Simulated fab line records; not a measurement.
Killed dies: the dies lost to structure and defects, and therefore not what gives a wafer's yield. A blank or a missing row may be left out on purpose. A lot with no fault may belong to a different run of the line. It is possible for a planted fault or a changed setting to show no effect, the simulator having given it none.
fab line records + flow n5_finfet + part 2 of 2: steps 6 to 6 of 6
record:
- lots: 8
- wafers: 24
- last_day: 20
route steps=1938 shown HKMG_FIN@421 BEOL_M4@1111 PASSIVATION@1936
lots that met no fault: from a run of the same line without faults
start_h: hours from the record's first day to the start of the lot's first wafer shown + wait_h: how many hours have passed since the lot's step before this one + " same as the row above + L1.1+2: one row covering several wafers at once + - either no value or no given start + * or withheld: withheld + < > ~ a bound
route shown NAME@n: NAME is a module with steps in the file, n the number in the route of the first one + usual: mean/standard deviation taken from wafers without a fault + same: alike in all rows + chamber/n: place in a boat + sites: the reading at each site + _std_site: their standard deviation + _edge_site: the outer-site mean with the inner-site mean subtracted + radius_mm: for every site, how far away it sits from the centre of the wafer + mask NAME#n: copy n + behind: the most recent tool/chamber to have shaped the wafer + hold: what put the lot on hold/how long, in hours/how the hold closed + device: the n, p or np transistor that did not switch + end of line: the route-end tests of the same wafers + a step without rows: its recipe alone + killed: at the first sort, the dies lost to defects and structure; wafer yield is something else + map: a wafer's dies, x killed, . not, _ none there
set.NAME: the setting that was run; set.NAME@STEP: the one run at that earlier step + model.NAME: the simulator's own value behind a step, which no gauge read
one table for each step of the route and one row for each wafer, over a sample of lots
services: the hour from which a tool's chamber was out of use, counted from the record's first day as start_h (under 0 if before that day), plus the number of hours and why
== steps ==
step: N5_PASSIVATION_PROBE_49
usual:
- defect_limited_yield: 91.6/1.6
- killed_at_M0_to_M3: 32/9.7
- killed_at_M4_up: 13/4.4
- killed_at_contacts: 12/6.5
- killed_at_front_end: 38/12
- killed_at_other: 3.7/3
- killed_dies: 99/18
- killed_on_rim: 13/3.9
- killed_open: 66/14
- killed_short: 32/7.5
- sort_bin_4_leakage: 0/0
- sort_bin_5_function: 4.9/1
- sort_bin_6_memory: 3.2/0.73
- sort_n_pass: 1081/18
- sort_yield_pct: 91.6/1.6
same:
- gross_dies: 1180
- killed_at_back_side: 0
- sort_bin_8_speed[%]: 0
| lot.wafer | tool      | chamber | start_h | wait_h | defect_limited_yield[%] | killed_at_M0_to_M3 | killed_at_M4_up | killed_at_contacts | killed_at_front_end | killed_at_other | killed_dies | killed_on_rim | killed_open | killed_short | sort_bin_4_leakage[%] | sort_bin_5_function[%] | sort_bin_6_memory[%] | sort_n_pass | sort_yield_pct[%] |
|-----------|-----------|---------|---------|--------|-------------------------|--------------------|-----------------|--------------------|---------------------|-----------------|-------------|---------------|-------------|--------------|-----------------------|------------------------|----------------------|-------------|-------------------|
| L615.2    | prober-02 | -       | 299.79  | 0.1    | 92.4                    | 26                 | 10              | 19                 | 31                  | 4               | 90          | 15            | 58          | 32           | 92.37                 | 4.8                    | 2.6                  | 0           | 0                 |
| L615.5    | prober-02 | -       | 299.94  | 0.2    | 91.9                    | 26                 | 9               | 24                 | 30                  | 6               | 95          | 11            | 66          | 29           | 91.95                 | 4.7                    | 3.0                  | 0           | 0                 |
| L615.6    | prober-02 | -       | 299.99  | 0.3    | 91.4                    | 26                 | 7               | 12                 | 52                  | 4               | 101         | 10            | 64          | 35           | 91.44                 | 4.7                    | 3.6                  | 0           | 0                 |
| L616.1    | prober-02 | -       | 319.25  | 0.0    | 91.9                    | 34                 | 8               | 12                 | 41                  | 1               | 96          | 14            | 66          | 30           | 91.86                 | 4.8                    | 3.2                  | 0           | 0                 |
| L616.4    | prober-02 | -       | 319.40  | 0.2    | 89.1                    | 40                 | 13              | 15                 | 60                  | 1               | 129         | 10            | 82          | 47           | 89.07                 | 6.9                    | 3.8                  | 0           | 0                 |
| L616.6    | prober-02 | -       | 319.50  | 0.3    | 92.4                    | 17                 | 10              | 14                 | 47                  | 2               | 90          | 15            | 59          | 31           | 92.37                 | 5.3                    | 2.2                  | 0           | 0                 |
| L628.2    | prober-01 | -       | 419.34  | 0.1    | 90.0                    | 42                 | 10              | 10                 | 45                  | 11              | 118         | 15            | 74          | 43           | 0                     | 5.7                    | 4.1                  | 1062        | 90.0              |
| L628.3    | prober-01 | -       | 419.39  | 0.1    | 92.3                    | 30                 | 11              | 3                  | 45                  | 2               | 91          | 15            | 51          | 36           | 0                     | 4.7                    | 2.5                  | 1089        | 92.3              |
| L628.6    | prober-01 | -       | 419.54  | 0.3    | 91.6                    | 40                 | 12              | 8                  | 37                  | 2               | 99          | 18            | 70          | 29           | 0                     | 5.5                    | 2.7                  | 1081        | 91.6              |
| L631.3    | prober-01 | -       | 430.94  | 0.1    | 92.7                    | 33                 | 14              | 5                  | 31                  | 3               | 86          | 12            | 51          | 32           | 0                     | 4.5                    | 2.5                  | 1094        | 92.7              |
| L631.4    | prober-01 | -       | 430.99  | 0.2    | 92.5                    | 36                 | 12              | 6                  | 27                  | 8               | 89          | 14            | 63          | 26           | 0                     | 4.4                    | 2.7                  | 1091        | 92.5              |
| L631.5    | prober-01 | -       | 431.04  | 0.2    | 91.0                    | 39                 | 17              | 7                  | 39                  | 4               | 106         | 18            | 57          | 48           | 0                     | 4.7                    | 3.5                  | 1074        | 91.0              |
| L630.1    | prober-01 | -       | 434.31  | 0.0    | 89.1                    | 25                 | 23              | 21                 | 59                  | 1               | 129         | 17            | 100         | 28           | 0                     | 6.4                    | 4.2                  | 1051        | 89.1              |
| L630.2    | prober-01 | -       | 434.36  | 0.1    | 91.1                    | 24                 | 13              | 17                 | 47                  | 4               | 105         | 9             | 79          | 25           | 0                     | 4.7                    | 4.1                  | 1075        | 91.1              |
| L630.6    | prober-01 | -       | 434.56  | 0.3    | 91.7                    | 26                 | 17              | 9                  | 42                  | 4               | 98          | 16            | 68          | 29           | 0                     | 4.2                    | 3.8                  | 1082        | 91.7              |
| L632.1    | prober-02 | -       | 449.64  | 0.0    | 93.8                    | 15                 | 8               | 11                 | 39                  | 0               | 73          | 6             | 46          | 24           | 0                     | 4.3                    | 1.5                  | 1107        | 93.8              |
| L632.2    | prober-02 | -       | 449.69  | 0.1    | 93.1                    | 23                 | 9               | 5                  | 43                  | 1               | 81          | 13            | 55          | 23           | 0                     | 4.0                    | 2.6                  | 1099        | 93.1              |
| L632.3    | prober-02 | -       | 449.74  | 0.1    | 95.0                    | 18                 | 8               | 5                  | 27                  | 1               | 59          | 6             | 37          | 20           | 0                     | 2.8                    | 1.9                  | 1121        | 95.0              |
| L633.4    | prober-02 | -       | 455.37  | 0.2    | 89.6                    | 33                 | 18              | 9                  | 58                  | 5               | 123         | 15            | 89          | 32           | 0                     | 6.6                    | 3.4                  | 1057        | 89.6              |
| L633.5    | prober-02 | -       | 455.42  | 0.2    | 89.8                    | 30                 | 13              | 5                  | 68                  | 4               | 120         | 22            | 80          | 39           | 0                     | 6.4                    | 3.6                  | 1060        | 89.8              |
| L633.6    | prober-02 | -       | 455.47  | 0.3    | 90.6                    | 39                 | 4               | 20                 | 45                  | 3               | 111         | 13            | 73          | 38           | 0                     | 4.9                    | 4.0                  | 1069        | 90.6              |
| L634.2    | prober-01 | -       | 472.01  | 0.1    | 88.5                    | 33                 | 22              | 6                  | 63                  | 12              | 136         | 18            | 96          | 39           | 0                     | 6.9                    | 4.2                  | 1044        | 88.5              |
| L634.3    | prober-01 | -       | 472.06  | 0.1    | 91.1                    | 36                 | 15              | 10                 | 36                  | 8               | 105         | 10            | 68          | 36           | 0                     | 4.5                    | 3.8                  | 1075        | 91.1              |
| L634.6    | prober-01 | -       | 472.21  | 0.3    | 90.0                    | 46                 | 17              | 6                  | 41                  | 8               | 118         | 16            | 88          | 30           | 0                     | 6.0                    | 3.8                  | 1062        | 90.0              |
killed by level:class
L615.2 FIN_SAQP:geometric_particle:open=11 MOL_CONTACT_COAG:geometric_particle:open=11 MOL_CONTACT_COAG:geometric_particle:short=8 BEOL_M0:geometric_particle:open=5 BEOL_M3:geometric_particle:open=5 STI_FIN_REVEAL:geometric_particle:open=4 GATE_CUT:geometric_particle:open=4 GATE_CUT:geometric_particle:short=4
L615.5 MOL_CONTACT_COAG:geometric_particle:open=15 DUMMY_GATE:geometric_particle:open=9 MOL_CONTACT_COAG:geometric_particle:short=9 BEOL_M0_SAQP:geometric_particle:open=6 BEOL_M2:geometric_particle:open=5 BEOL_M3:geometric_particle:open=5 FIN_SAQP:geometric_particle:open=4 BEOL_M0_SAQP:geometric_particle:short=4
L615.6 STI_FIN_REVEAL:geometric_particle:open=16 MOL_CONTACT_COAG:geometric_particle:open=12 GATE_CUT:geometric_particle:short=9 BEOL_M2:geometric_particle:short=7 BEOL_M3:geometric_particle:open=7 DUMMY_GATE:geometric_particle:open=5 BEOL_M0:geometric_particle:open=5 STI_FIN_REVEAL:geometric_particle:short=4
L616.1 BEOL_M1:geometric_particle:open=11 BEOL_M3:geometric_particle:open=11 DUMMY_GATE:geometric_particle:open=8 MOL_CONTACT_COAG:geometric_particle:open=8 FIN_SAQP:geometric_particle:open=5 FIN_SAQP:geometric_particle:short=5 ILD0:geometric_particle:short=5 GATE_CUT:geometric_particle:short=5
L616.4 DUMMY_GATE:geometric_particle:open=14 BEOL_M2:geometric_particle:open=13 MOL_CONTACT_COAG:geometric_particle:open=11 BEOL_M1:geometric_particle:open=11 GATE_CUT:geometric_particle:short=10 FIN_SAQP:geometric_particle:short=8 STI_FIN_REVEAL:geometric_particle:open=6 FIN_SAQP:geometric_particle:open=5
L616.6 STI_FIN_REVEAL:geometric_particle:open=10 MOL_CONTACT_COAG:geometric_particle:open=10 DUMMY_GATE:geometric_particle:open=6 GATE_CUT:geometric_particle:short=6 GATE_CUT:geometric_particle:open=5 STARTING-WAFER:geometric_particle:short=4 MOL_CONTACT_COAG:geometric_particle:short=4 BEOL_M0_SAQP:geometric_particle:short=4
L628.2 FIN_SAQP:geometric_particle:short=14 BEOL_M3:geometric_particle:open=12 FIN_SAQP:geometric_particle:open=9 MOL_CONTACT_COAG:geometric_particle:open=8 BEOL_M0_SAQP:geometric_particle:open=8 BEOL_M1:geometric_particle:open=7 PASS1_DEP:geometric_particle:short=6 GATE_CUT:geometric_particle:short=5
L628.3 FIN_SAQP:geometric_particle:open=9 FIN_SAQP:geometric_particle:short=7 BEOL_M0_SAQP:geometric_particle:short=7 STI_FIN_REVEAL:geometric_particle:open=6 GATE_CUT:geometric_particle:short=6 BEOL_M3:geometric_particle:open=5 STARTING-WAFER:geometric_particle:short=5 BEOL_M0:geometric_particle:open=4
L628.6 FIN_SAQP:geometric_particle:short=9 STI_FIN_REVEAL:geometric_particle:open=9 BEOL_M3:geometric_particle:open=9 FIN_SAQP:geometric_particle:open=8 MOL_CONTACT_COAG:geometric_particle:open=8 BEOL_M2:geometric_particle:open=8 BEOL_M0_SAQP:geometric_particle:open=7 BEOL_M4:geometric_particle:open=5
L631.3 FIN_SAQP:geometric_particle:short=9 BEOL_M1:geometric_particle:open=8 BEOL_M4:geometric_particle:open=7 BEOL_M0:geometric_particle:open=6 BEOL_M0_SAQP:geometric_particle:open=5 BEOL_M1:geometric_particle:short=4 STI_FIN_REVEAL:geometric_particle:open=4 BEOL_M0_SAQP:geometric_particle:short=4
L631.4 STI_FIN_REVEAL:geometric_particle:open=9 BEOL_M0_SAQP:geometric_particle:open=8 MOL_CONTACT_COAG:geometric_particle:open=6 BEOL_M0_SAQP:geometric_particle:short=6 BEOL_M0:geometric_particle:open=6 BEOL_M3:geometric_particle:open=6 FIN_SAQP:geometric_particle:open=5 FIN_SAQP:geometric_particle:short=4
L631.5 FIN_SAQP:geometric_particle:short=12 BEOL_M0_SAQP:geometric_particle:short=11 BEOL_M4:geometric_particle:open=9 FIN_SAQP:geometric_particle:open=7 BEOL_M1:geometric_particle:open=7 STARTING-WAFER:geometric_particle:short=7 MOL_CONTACT_COAG:geometric_particle:open=6 BEOL_M3:geometric_particle:open=6
L630.1 FIN_SAQP:geometric_particle:open=20 BEOL_M4:geometric_particle:open=19 MOL_CONTACT_COAG:geometric_particle:open=18 STI_FIN_REVEAL:geometric_particle:open=14 FIN_SAQP:geometric_particle:short=9 BEOL_M0_SAQP:geometric_particle:open=9 BEOL_M3:geometric_particle:open=8 STI_FIN_REVEAL:geometric_particle:short=5
L630.2 MOL_CONTACT_COAG:geometric_particle:open=15 STI_FIN_REVEAL:geometric_particle:open=14 BEOL_M4:geometric_particle:open=10 BEOL_M1:geometric_particle:open=8 DUMMY_GATE:geometric_particle:open=7 BEOL_M2:geometric_particle:open=6 STARTING-WAFER:geometric_particle:open=5 FIN_SAQP:geometric_particle:open=4
L630.6 STI_FIN_REVEAL:geometric_particle:open=11 FIN_SAQP:geometric_particle:open=10 MOL_CONTACT_COAG:geometric_particle:open=8 BEOL_M1:geometric_particle:open=7 BEOL_M3:geometric_particle:open=6 DUMMY_GATE:geometric_particle:open=5 FIN_SAQP:geometric_particle:short=4 BEOL_M0_SAQP:geometric_particle:short=4
L632.1 STI_FIN_REVEAL:geometric_particle:open=12 MOL_CONTACT_COAG:geometric_particle:open=8 FIN_SAQP:geometric_particle:open=6 BEOL_M2:geometric_particle:open=5 DUMMY_GATE:geometric_particle:open=4 GATE_CUT:geometric_particle:short=4 FIN_SAQP:geometric_particle:short=3 BEOL_M0_SAQP:geometric_particle:short=3
L632.2 FIN_SAQP:geometric_particle:open=12 BEOL_M0_SAQP:geometric_particle:short=10 BEOL_M0_SAQP:geometric_particle:open=9 STI_FIN_REVEAL:geometric_particle:open=7 MOL_CONTACT_COAG:geometric_particle:open=5 DUMMY_GATE:geometric_particle:short=4 GATE_CUT:geometric_particle:open=4 FIN_SAQP:geometric_particle:short=3
L632.3 DUMMY_GATE:geometric_particle:open=6 FIN_SAQP:geometric_particle:short=5 MOL_CONTACT_COAG:geometric_particle:open=4 BEOL_M0_SAQP:geometric_particle:open=3 BEOL_M0_SAQP:geometric_particle:short=3 BEOL_M3:geometric_particle:open=3 STARTING-WAFER:geometric_particle:short=3 FIN_SAQP:geometric_particle:open=2
L633.4 FIN_SAQP:geometric_particle:open=14 STI_FIN_REVEAL:geometric_particle:open=12 BEOL_M0:geometric_particle:open=8 BEOL_M1:geometric_particle:open=8 FIN_SAQP:geometric_particle:short=7 MOL_CONTACT_COAG:geometric_particle:open=7 DUMMY_GATE:geometric_particle:open=6 BEOL_M3:geometric_particle:open=6
L633.5 FIN_SAQP:geometric_particle:open=21 STI_FIN_REVEAL:geometric_particle:open=15 FIN_SAQP:geometric_particle:short=14 BEOL_M0_SAQP:geometric_particle:short=7 BEOL_M0_SAQP:geometric_particle:open=6 DUMMY_GATE:geometric_particle:open=6 BEOL_M3:geometric_particle:open=6 BEOL_M5:geometric_particle:open=5
L633.6 MOL_CONTACT_COAG:geometric_particle:open=15 BEOL_M0_SAQP:geometric_particle:open=13 FIN_SAQP:geometric_particle:short=7 FIN_SAQP:geometric_particle:open=7 BEOL_M0_SAQP:geometric_particle:short=7 DUMMY_GATE:geometric_particle:open=6 BEOL_M2:geometric_particle:open=6 STI_FIN_REVEAL:geometric_particle:open=5
L634.2 STI_FIN_REVEAL:geometric_particle:open=17 FIN_SAQP:geometric_particle:open=15 BEOL_M4:geometric_particle:open=13 FIN_SAQP:geometric_particle:short=12 BEOL_M3:geometric_particle:open=12 BEOL_M2:geometric_particle:open=9 BEOL_M1:geometric_particle:open=8 PASS1_DEP:geometric_particle:short=6
L634.3 STI_FIN_REVEAL:geometric_particle:open=12 BEOL_M3:geometric_particle:open=10 BEOL_M4:geometric_particle:open=10 MOL_CONTACT_COAG:geometric_particle:short=7 BEOL_M2:geometric_particle:open=7 FIN_SAQP:geometric_particle:open=6 FIN_SAQP:geometric_particle:short=6 BEOL_M0_SAQP:geometric_particle:short=5
L634.6 BEOL_M3:geometric_particle:open=15 STI_FIN_REVEAL:geometric_particle:open=14 BEOL_M1:geometric_particle:open=12 BEOL_M4:geometric_particle:open=11 FIN_SAQP:geometric_particle:short=9 DUMMY_GATE:geometric_particle:open=8 MOL_CONTACT_COAG:geometric_particle:open=5 FIN_SAQP:geometric_particle:open=4
== services ==
| tool         | chamber | start_h | hours | kind                          |
|--------------|---------|---------|-------|-------------------------------|
| ald_metal-01 | -       | 89.01   | 2.8   | pm                            |
| ald_metal-01 | -       | 100.45  | 0.6   | repair                        |
| rie_diel-04  | 3       | 101.78  | -     | clean                         |
| rie_diel-04  | 3       | 101.78  | -     | consumable_replace:focus_ring |
| rie_diel-04  | 3       | 101.78  | 28.4  | scheduled_down                |
| rie_diel-04  | 3       | 101.78  | 28.4  | vent_cycle                    |
| rie_diel-04  | -       | 119.54  | 2.3   | repair                        |
| ald_metal-02 | 2       | 127.61  | 13.4  | repair                        |
| rie_diel-05  | -       | 132.88  | 14.6  | pm                            |
| ald_metal-02 | 1       | 137.33  | 14.8  | repair                        |
| rie_diel-04  | 0       | 160.67  | -     | clean                         |
| rie_diel-04  | 0       | 160.67  | -     | consumable_replace:focus_ring |
| rie_diel-05  | 1       | 173.90  | 8.8   | repair                        |
| rie_diel-04  | 1       | 176.16  | 8.1   | repair                        |
| ald_metal-02 | -       | 179.38  | 14.6  | pm                            |
| rie_diel-01  | 0       | 182.28  | 1.9   | repair                        |
| rie_diel-01  | 2       | 190.80  | 1.6   | repair                        |
| ald_metal-02 | -       | 193.98  | 2.8   | pm                            |
| rie_diel-01  | 2       | 204.69  | -     | clean                         |
| rie_diel-01  | 2       | 204.69  | -     | consumable_replace:focus_ring |
| rie_diel-01  | 2       | 204.69  | 23.2  | scheduled_down                |
| rie_diel-01  | 2       | 204.69  | 23.2  | vent_cycle                    |
| ald_metal-03 | -       | 211.76  | 14.6  | pm                            |
| rie_diel-04  | 0       | 214.62  | 7.9   | repair                        |
== key ==
first_sign:
- step: N5_HKMG_FIN_ALD_91
- reading: tool_record
- direction: missing
effect:
- step: N5_BEOL_M4_RC_MEAS_101
- reading: IOFF_N_LONG
- direction: up
- sigmas: 99+
- usual: 5.62e-05
- struck: 0.0081232
effect:
- step: N5_BEOL_M4_RC_MEAS_101
- reading: IOFF_N_LIN
- direction: up
- sigmas: 99+
- usual: 0.077
- struck: 12.481
effect:
- step: N5_BEOL_M4_RC_MEAS_101
- reading: IOFF_N
- direction: up
- sigmas: 99+
- usual: 0.167
- struck: 27.149
effect:
- step: N5_BEOL_M4_RC_MEAS_101
- reading: IOFF_N_85C
- direction: up
- sigmas: 99+
- usual: 3.3
- struck: 234.7
effect:
- step: N5_BEOL_M4_RC_MEAS_101
- reading: VT_N_LONG
- direction: down
- sigmas: 74
- usual: 274.1
- struck: 129.7
effect:
- step: N5_BEOL_M4_RC_MEAS_101
- reading: VT_N_LVT
- direction: down
- sigmas: 52
- usual: 98.6
- struck: -46.7
effect:
- step: N5_BEOL_M4_RC_MEAS_101
- reading: VT_N
- direction: down
- sigmas: 52
- usual: 248.5
- struck: 103.3
effect:
- step: N5_BEOL_M4_RC_MEAS_101
- reading: IGATE_N
- direction: up
- sigmas: 51
- usual: 0.0128
- struck: 0.1043
effect:
- step: N5_BEOL_M4_RC_MEAS_101
- reading: ION_N
- direction: up
- sigmas: 33
- usual: 678
- struck: 964
effect:
- step: N5_BEOL_M4_RC_MEAS_101
- reading: VT_P_LVT
- direction: down
- sigmas: 15
- usual: -99.0
- struck: -139.8
effect:
- step: N5_BEOL_M4_RC_MEAS_101
- reading: VT_P
- direction: down
- sigmas: 13
- usual: -249
- struck: -290
effect:
- step: N5_BEOL_M4_RC_MEAS_101
- reading: VT_P_LONG
- direction: down
- sigmas: 12
- usual: -275
- struck: -314
effect:
- step: N5_PASSIVATION_PROBE_49
- reading: sort_bin_4_leakage
- direction: up
- sigmas: 99+
- usual: 0
- struck: 91.51
met_at N5_HKMG_FIN_ALD_91
struck_lots L615,L616
not_acting_at N5_HKMG_FIN_PWFM_ALD_03,N5_HKMG_FIN_ETCH_31,N5_HKMG_FIN_STRIP_34
fault:
- kind: skipped_step_whole
- tool: ald_metal-01,ald_metal-02
- chamber: -
- onset_h: 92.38
- steps: N5_HKMG_FIN_ALD_91
- scope: struck_lots_only
